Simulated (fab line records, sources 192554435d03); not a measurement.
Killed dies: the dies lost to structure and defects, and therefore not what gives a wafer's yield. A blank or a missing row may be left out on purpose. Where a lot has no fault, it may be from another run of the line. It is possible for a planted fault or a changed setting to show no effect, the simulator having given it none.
Which tool was responsible?	flow n5Finfet	22 lots, 66 wafers sampled, at 6 steps of a route of 1938

WHAT THE GAUGES READ, wafer by wafer
The record holds no reading of a measuring or inspecting step that can be judged against a usual standard deviation.

EACH LOT AND THE TOOL THAT RAN IT (in order: tool; ch and the chambers of the sampled wafers; start)
lot	N5_PMOS_HMC_CHANNEL_EPI_HM_OPEN_15	N5_PMOS_HMC_CHANNEL_EPI_FIN_RECESS_16	N5_FIN_SAQP_RECESS_75	N5_DUMMY_GATE_STRIP_40	N5_SD_EPI_N_ETCH_35	N5_SD_EPI_N_LINER_46
L074	rieDiel-02 ch 0,1,3, day 1 19:22	rieSi-04 ch 1,2,3, day 1 19:44	vaporEtch-01 ch 0,1, day 2 00:50	rieDiel-03 ch 0,2,3, day 3 01:04	rieDiel-06 ch 1,2,3, day 3 03:43	aldSin-02 ch 0,1,3, day 3 07:19
L075	rieDiel-02 ch 1,2,3, day 2 01:20	rieSi-01 ch 1,2,3, day 2 01:42	vaporEtch-01 ch 0,1, day 2 06:34	rieDiel-02 ch 0,1,2, day 3 08:43	rieDiel-06 ch 0,1,2, day 3 10:47	aldSin-02 ch 0,1,3, day 3 14:23
L076	rieDiel-03 ch 0,1,2, day 2 04:54	rieSi-02 ch 0,1, day 2 05:17	vaporEtch-01 ch 0, day 2 10:01	rieDiel-01 ch 1,3, day 3 14:19	rieDiel-05 ch 0,2,3, day 3 16:13	aldSin-03 ch 1,2, day 3 20:38
L077	rieDiel-01 ch 0,2,3, day 2 11:55	rieSi-02 ch 0,1,3, day 2 12:18	vaporEtch-01 ch 0,1, day 2 17:34	rieDiel-02 ch 2,3, day 3 18:41	rieDiel-05 ch 0,1, day 3 21:16	aldSin-01 ch 0,2,3, day 4 01:37
L078	rieDiel-02 ch 1,2,3, day 2 17:35	rieSi-01 ch 0,3, day 2 17:58	vaporEtch-01 ch 0,1, day 2 22:30	rieDiel-02 ch 2,3, day 3 22:52	rieDiel-06 ch 0,3, day 4 01:09	aldSin-03 ch 0,1,3, day 4 05:29
L079	rieDiel-03 ch 1,2,3, day 2 23:47	rieSi-01 ch 1,2,3, day 3 00:10	vaporEtch-01 ch 0,1, day 3 05:01	rieDiel-01 ch 0,2,3, day 4 04:31	rieDiel-06 ch 0,1,3, day 4 06:31	aldSin-01 ch 2,3, day 4 11:15
L080	rieDiel-03 ch 0,2,3, day 3 07:09	rieSi-04 ch 0,3, day 3 07:32	vaporEtch-02 ch 0,1, day 3 12:37	rieDiel-01 ch 0,1,2, day 4 11:42	rieDiel-04 ch 0,1,2, day 4 13:51	aldSin-03 ch 0,1,3, day 4 18:05
L081	rieDiel-03 ch 2,3, day 3 12:34	rieSi-02 ch 1,2,3, day 3 13:09	vaporEtch-02 ch 0,1, day 3 18:05	rieDiel-03 ch 1,2,3, day 4 17:19	rieDiel-04 ch 2,3, day 4 19:43	aldSin-03 ch 0,3, day 4 23:33
L082	rieDiel-03 ch 0,1,3, day 3 17:28	rieSi-02 ch 0,2,3, day 3 17:50	vaporEtch-01 ch 0,1, day 3 22:32	rieDiel-01 ch 1,2,3, day 4 21:40	rieDiel-04 ch 0,1,2, day 5 01:41	aldSin-02 ch 0,1,2, day 5 06:04
L083	rieDiel-03 ch 0,1,2, day 3 23:33	rieSi-04 ch 0,2,3, day 3 23:56	vaporEtch-01 ch 0,1, day 4 05:06	rieDiel-01 ch 1,3, day 5 05:45	rieDiel-06 ch 0,1,3, day 5 08:11	aldSin-02 ch 1,2, day 5 12:32
L084	rieDiel-03 ch 0,1,3, day 4 05:39	rieSi-02 ch 0,2,3, day 4 06:02	vaporEtch-02 ch 0,1, day 4 10:50	rieDiel-02 ch 1,3, day 5 13:43	rieDiel-05 ch 1,2, day 5 16:08	aldSin-03 ch 0,2,3, day 5 19:44
L086	rieDiel-02 ch 0,1,3, day 4 17:25	rieSi-04 ch 0,2,3, day 4 17:47	vaporEtch-02 ch 0,1, day 4 22:55	rieDiel-01 ch 0,1,2, day 6 05:00	rieDiel-05 ch 1,2,3, day 6 07:08	aldSin-01 ch 0,2,3, day 6 11:53
L087	rieDiel-01 ch 0,1,3, day 5 00:18	rieSi-02 ch 2,3, day 5 00:39	vaporEtch-01 ch 0,1, day 5 05:53	rieDiel-03 ch 2,3, day 6 06:18	rieDiel-05 ch 0,1, day 6 08:50	aldSin-03 ch 0,1, day 6 12:27
L088	rieDiel-01 ch 0,3, day 5 06:14	rieSi-02 ch 2,3, day 5 06:36	vaporEtch-01 ch 0,1, day 5 13:31	rieDiel-01 ch 0,3, day 6 13:20	rieDiel-05 ch 0,3, day 6 15:28	aldSin-01 ch 0,1,3, day 6 19:06
L089	rieDiel-03 ch 0,1,2, day 5 11:43	rieSi-01 ch 0,2,3, day 5 12:06	vaporEtch-01 ch 0,1, day 5 17:02	rieDiel-03 ch 0,2,3, day 6 16:29	rieDiel-05 ch 0,1,3, day 6 18:53	aldSin-02 ch 0,1,3, day 7 00:13
L090	rieDiel-03 ch 0,1,2, day 5 18:01	rieSi-04 ch 0,1, day 5 18:24	vaporEtch-01 ch 0,1, day 5 23:40	rieDiel-02 ch 0,3, day 6 23:36	rieDiel-04 ch 0,2, day 7 02:08	aldSin-03 ch 0,3, day 7 06:05
L091	rieDiel-02 ch 1,2, day 5 23:30	rieSi-04 ch 0,1,2, day 5 23:53	vaporEtch-02 ch 0,1, day 6 04:46	rieDiel-01 ch 1,3, day 7 03:23	rieDiel-05 ch 0,1, day 7 05:50	aldSin-02 ch 0,2,3, day 7 11:39
L092	rieDiel-03 ch 2,3, day 6 05:50	rieSi-04 ch 0,1,2, day 6 06:13	vaporEtch-01 ch 0,1, day 6 11:01	rieDiel-02 ch 0,1,2, day 7 11:23	rieDiel-05 ch 1,2,3, day 7 13:23	aldSin-02 ch 0,3, day 7 17:43
L094	rieDiel-03 ch 0,1,2, day 6 18:36	rieSi-01 ch 0,3, day 6 18:59	vaporEtch-02 ch 1, day 6 23:47	rieDiel-01 ch 0,3, day 7 23:02	rieDiel-04 ch 1,3, day 8 01:03	aldSin-01 ch 1,2,3, day 8 05:11
L095	rieDiel-01 ch 0,2,3, day 6 23:40	rieSi-04 ch 0,2,3, day 7 00:02	vaporEtch-02 ch 0,1, day 7 05:05	rieDiel-03 ch 0,2,3, day 8 04:27	rieDiel-04 ch 2,3, day 8 06:23	aldSin-02 ch 0,2,3, day 8 10:17
L096	rieDiel-02 ch 0,2, day 7 05:38	rieSi-01 ch 2,3, day 7 06:01	vaporEtch-01 ch 0, day 7 10:31	rieDiel-03 ch 0,2, day 8 12:14	rieDiel-04 ch 1,2, day 8 16:32	aldSin-03 ch 1,2, day 8 20:44
L097	rieDiel-02 ch 0,3, day 7 11:42	rieSi-01 ch 1,2,3, day 7 12:05	vaporEtch-01 ch 0,1, day 7 16:43	rieDiel-02 ch 2,3, day 8 17:13	rieDiel-05 ch 0,1, day 8 19:13	aldSin-03 ch 0,1,2, day 8 22:51
- N5_PMOS_HMC_CHANNEL_EPI_HM_OPEN_15: chemistry CHF3/O2, target SiO2, target depth 40.6 nm, time 20.3 s.
- N5_PMOS_HMC_CHANNEL_EPI_FIN_RECESS_16: chemistry HBr/Cl2, target Si, target depth 54 nm, time 18 s.
- N5_FIN_SAQP_RECESS_75: chemistry HF/NH3, target SiO2, target depth 14.4 nm, afs cycles 3, sublimation time 60 s.
- N5_DUMMY_GATE_STRIP_40: strips in CF4.
- N5_SD_EPI_N_ETCH_35: etches SOC in N2/H2, overetch 108 nm, time 486 s.
- N5_SD_EPI_N_LINER_46: material SiNx, target thk 3 nm.

WHAT THE TOOLS THEMSELVES READ (means of the sampled wafers that have a number; where no wafer has one, the mark that the record gives instead)
N5_PMOS_HMC_CHANNEL_EPI_HM_OPEN_15. Usual: drypumpMotorCurrentA 5.6 A, standard deviation 0.47; oesProductAu 0.79 a.u., standard deviation 0.063; rfVppV 523 V, standard deviation 11; showerheadPlenumPTorr 2.46 Torr, standard deviation 0.093; throttleValvePct 18.98 %, standard deviation 0.19.
lot	tool	drypumpMotorCurrentA (A)	oesProductAu (a.u.)	rfVppV (V)	showerheadPlenumPTorr (Torr)	throttleValvePct (%)	flag
L074	rieDiel-02	5.3	0.82	524	2.45	18.85	
L075	rieDiel-02	5.5	0.84	525	2.39	18.87	
L076	rieDiel-03	5.6	0.78	518	2.46	18.97	
L077	rieDiel-01	5.4	0.74	516	2.41	19.09	
L078	rieDiel-02	5.5	0.84	524	2.38	18.87	
L079	rieDiel-03	5.8	0.79	527	2.49	18.88	
L080	rieDiel-03	5.8	0.79	529	2.49	18.91	
L081	rieDiel-03	6.2	0.78	539	2.52	18.77	
L082	rieDiel-03	5.5	0.78	517	2.46	19.05	
L083	rieDiel-03	5.6	0.78	519	2.45	18.99	
L084	rieDiel-03	5.5	0.78	518	2.46	19.05	
L086	rieDiel-02	5.3	0.80	524	2.44	18.89	
L087	rieDiel-01	5.7	0.81	523	2.49	19.02	
L088	rieDiel-01	5.5	0.77	518	2.45	19.11	
L089	rieDiel-03	5.7	0.75	518	2.45	19.02	
L090	rieDiel-03	5.6	0.76	518	2.45	19.01	
L091	rieDiel-02	5.7	0.77	522	2.27	19.01	
L092	rieDiel-03	6.1	0.78	538	2.52	18.84	
L094	rieDiel-03	5.6	0.74	518	2.45	19.02	
L095	rieDiel-01	5.4	0.81	519	2.49	18.99	
L096	rieDiel-02	5.6	0.76	523	2.36	19.20	
L097	rieDiel-02	5.4	0.77	523	2.47	19.10	

N5_PMOS_HMC_CHANNEL_EPI_FIN_RECESS_16. Usual: drypumpMotorCurrentA 5.6 A, standard deviation 0.43; heBacksideLeakSccm 2.71 sccm, standard deviation 0.24; oesProductAu 1.001 a.u., standard deviation 0.018; throttleValvePct 35.4 %, standard deviation 0.42.
lot	tool	drypumpMotorCurrentA (A)	heBacksideLeakSccm (sccm)	oesProductAu (a.u.)	throttleValvePct (%)	flag
L074	rieSi-04	5.9	2.51	0.997	35.3	
L075	rieSi-01	5.1	2.84	1.010	35.5	
L076	rieSi-02	5.8	3.07	0.994	35.4	
L077	rieSi-02	5.7	2.74	0.994	35.4	
L078	rieSi-01	5.0	2.70	1.004	36.0	
L079	rieSi-01	5.1	2.86	1.003	35.5	
L080	rieSi-04	5.7	2.70	1.012	35.3	
L081	rieSi-02	5.9	2.74	1.006	35.4	
L082	rieSi-02	5.8	2.74	0.998	35.5	
L083	rieSi-04	5.7	2.80	1.006	35.1	
L084	rieSi-02	5.8	2.79	0.987	35.5	
L086	rieSi-04	5.7	2.76	0.998	35.1	
L087	rieSi-02	6.0	2.52	1.001	35.5	
L088	rieSi-02	5.8	2.40	1.000	35.5	
L089	rieSi-01	5.0	2.71	1.010	35.7	
L090	rieSi-04	6.0	2.53	1.019	35.4	
L091	rieSi-04	5.9	2.71	1.001	35.2	
L092	rieSi-04	5.9	2.69	1.007	35.2	
L094	rieSi-01	5.1	2.78	0.996	35.6	
L095	rieSi-04	5.7	2.79	0.999	35.1	
L096	rieSi-01	5.1	2.87	1.012	35.2	
L097	rieSi-01	5.1	2.80	1.001	35.5	

N5_FIN_SAQP_RECESS_75. Usual: drypumpMotorCurrentA 5.6 A, standard deviation 0.78; tempC 30.00 C, standard deviation 0.11.
lot	tool	drypumpMotorCurrentA (A)	tempC (C)	flag
L074	vaporEtch-01	6.0	29.95	
L075	vaporEtch-01	5.4	30.00	
L076	vaporEtch-01	4.8	30.01	
L077	vaporEtch-01	5.4	30.00	
L078	vaporEtch-01	5.4	30.01	
L079	vaporEtch-01	6.0	29.93	
L080	vaporEtch-02	5.7	30.16	
L081	vaporEtch-02	5.7	29.97	
L082	vaporEtch-01	5.9	29.99	
L083	vaporEtch-01	6.0	30.08	
L084	vaporEtch-02	5.4	29.98	
L086	vaporEtch-02	5.7	30.12	
L087	vaporEtch-01	5.4	29.99	
L088	vaporEtch-01	5.4	30.00	
L089	vaporEtch-01	6.0	30.12	
L090	vaporEtch-01	5.9	29.97	
L091	vaporEtch-02	5.7	29.99	
L092	vaporEtch-01	5.4	29.99	
L094	vaporEtch-02	6.0	29.98	
L095	vaporEtch-02	5.7	29.99	
L096	vaporEtch-01	4.8	30.00	
L097	vaporEtch-01	6.0	30.22	

N5_DUMMY_GATE_STRIP_40. Usual: cf4FlowSccm 150.0 sccm, standard deviation 0.41; drypumpMotorCurrentA 5.6 A, standard deviation 0.5; oesProductAu 0.78 a.u., standard deviation 0.067; rfVppV 271.7 V, standard deviation 1.9; showerheadPlenumPTorr 1.82 Torr, standard deviation 0.075; throttleValvePct 13.63 %, standard deviation 0.18.
lot	tool	cf4FlowSccm (sccm)	drypumpMotorCurrentA (A)	oesProductAu (a.u.)	rfVppV (V)	showerheadPlenumPTorr (Torr)	throttleValvePct (%)	flag
L074	rieDiel-03	150.2	5.8	0.78	272.7	1.85	13.59	
L075	rieDiel-02	150.3	5.4	0.77	269.8	1.73	13.56	
L076	rieDiel-01	150.2	5.4	0.82	272.5	1.83	13.62	
L077	rieDiel-02	150.1	5.8	0.87	271.1	1.82	13.49	
L078	rieDiel-02	149.8	5.9	0.84	269.9	1.75	13.63	
L079	rieDiel-01	150.5	5.4	0.73	271.4	1.78	13.75	
L080	rieDiel-01	149.7	5.6	0.78	271.7	1.82	13.73	
L081	rieDiel-03	150.1	5.8	0.77	273.1	1.85	13.56	
L082	rieDiel-01	150.2	5.3	0.78	271.3	1.79	13.72	
L083	rieDiel-01	150.1	5.4	0.81	272.1	1.82	13.66	
L084	rieDiel-02	150.3	5.4	0.83	271.6	1.83	13.35	
L086	rieDiel-01	149.6	5.6	0.85	272.2	1.89	13.55	
L087	rieDiel-03	149.8	6.0	0.77	273.7	1.88	13.53	
L088	rieDiel-01	149.8	5.5	0.74	272.2	1.81	13.72	
L089	rieDiel-03	149.6	5.8	0.76	272.1	1.85	13.65	
L090	rieDiel-02	149.8	5.4	0.78	271.3	1.81	13.61	
L091	rieDiel-01	150.2	5.6	0.83	273.2	1.86	13.68	
L092	rieDiel-02	150.1	5.4	0.74	269.7	1.72	13.64	
L094	rieDiel-01	150.3	5.9	0.73	272.1	1.84	13.77	
L095	rieDiel-03	150.4	5.8	0.75	272.0	1.84	13.67	
L096	rieDiel-03	149.7	6.0	0.73	272.8	1.84	13.63	
L097	rieDiel-02	149.5	5.7	0.82	272.3	1.81	13.56	

N5_SD_EPI_N_ETCH_35. Usual: drypumpMotorCurrentA 5.7 A, standard deviation 0.55; oesProductAu 0.68 a.u., standard deviation 0.057; rfVppV 240.6 V, standard deviation 1.4; showerheadPlenumPTorr 2.52 Torr, standard deviation 0.081; tempC 39.99 C, standard deviation 0.11; throttleValvePct 23.90 %, standard deviation 0.29.
lot	tool	drypumpMotorCurrentA (A)	oesProductAu (a.u.)	rfVppV (V)	showerheadPlenumPTorr (Torr)	tempC (C)	throttleValvePct (%)	flag
L074	rieDiel-06	5.4	0.65	240.1	2.47	40.01	23.76	
L075	rieDiel-06	5.9	0.64	239.9	2.48	39.85	23.85	
L076	rieDiel-05	5.9	0.72	241.0	2.55	40.01	23.77	
L077	rieDiel-05	5.8	0.69	240.8	2.51	39.95	24.11	
L078	rieDiel-06	5.6	0.62	239.9	2.51	40.02	24.12	
L079	rieDiel-06	5.7	0.64	239.7	2.45	40.10	24.03	
L080	rieDiel-04	5.6	0.74	241.4	2.64	39.98	24.00	
L081	rieDiel-04	4.9	0.67	240.5	2.51	40.12	23.96	
L082	rieDiel-04	5.6	0.73	241.4	2.63	39.94	24.00	
L083	rieDiel-06	5.7	0.63	239.9	2.45	39.87	24.04	
L084	rieDiel-05	6.4	0.70	239.9	2.51	40.14	23.67	
L086	rieDiel-05	6.0	0.69	240.3	2.50	40.06	23.63	
L087	rieDiel-05	5.9	0.67	240.2	2.49	39.91	24.14	
L088	rieDiel-05	5.5	0.68	240.6	2.52	39.92	23.76	
L089	rieDiel-05	5.8	0.67	240.7	2.49	40.03	23.87	
L090	rieDiel-04	5.3	0.66	242.0	2.64	39.91	23.90	
L091	rieDiel-05	5.9	0.66	240.2	2.49	39.98	24.16	
L092	rieDiel-05	6.0	0.68	240.2	2.49	39.99	23.65	
L094	rieDiel-04	5.2	0.69	239.8	2.49	40.00	24.11	
L095	rieDiel-04	4.9	0.64	241.5	2.56	39.96	23.86	
L096	rieDiel-04	5.2	0.68	242.6	2.61	40.08	23.87	
L097	rieDiel-05	6.0	0.65	239.2	2.45	40.05	24.00	

N5_SD_EPI_N_LINER_46. Usual: heaterPowerOuterW 508 W, standard deviation 45; heaterPowerW 832 W, standard deviation 74.
lot	tool	heaterPowerOuterW (W)	heaterPowerW (W)	flag
L074	aldSin-02	501	834	
L075	aldSin-02	510	823	
L076	aldSin-03	564	953	
L077	aldSin-01	459	735	
L078	aldSin-03	500	856	
L079	aldSin-01	452	734	
L080	aldSin-03	501	839	
L081	aldSin-03	483	811	
L082	aldSin-02	524	834	
L083	aldSin-02	563	865	
L084	aldSin-03	508	861	
L086	aldSin-01	465	738	
L087	aldSin-03	547	902	
L088	aldSin-01	491	793	
L089	aldSin-02	528	852	
L090	aldSin-03	463	783	
L091	aldSin-02	495	805	
L092	aldSin-02	507	820	
L094	aldSin-01	474	773	
L095	aldSin-02	502	823	
L096	aldSin-03	567	959	
L097	aldSin-03	554	909	

THE ANSWER, worked out from the rows above alone
Rule: take the mean of a lot's wafers that have a number; if it is more than 3 standard deviations from the usual mean, the lot is off. A lot without any number at a reading at which 4 lots or more have one is off too. All remaining lots with rows at the step are treated as sound. Order of review: gauges by route order, followed by the tools' own readings, for which a lot's mean as printed above is used. The first step at which some lot is off is used, and at that step the reading that is off furthest; a lot without a number counts as furthest.
Nothing can be told from this: no lot is off at any reading shown.

WHAT THE SIMULATOR PUT IN
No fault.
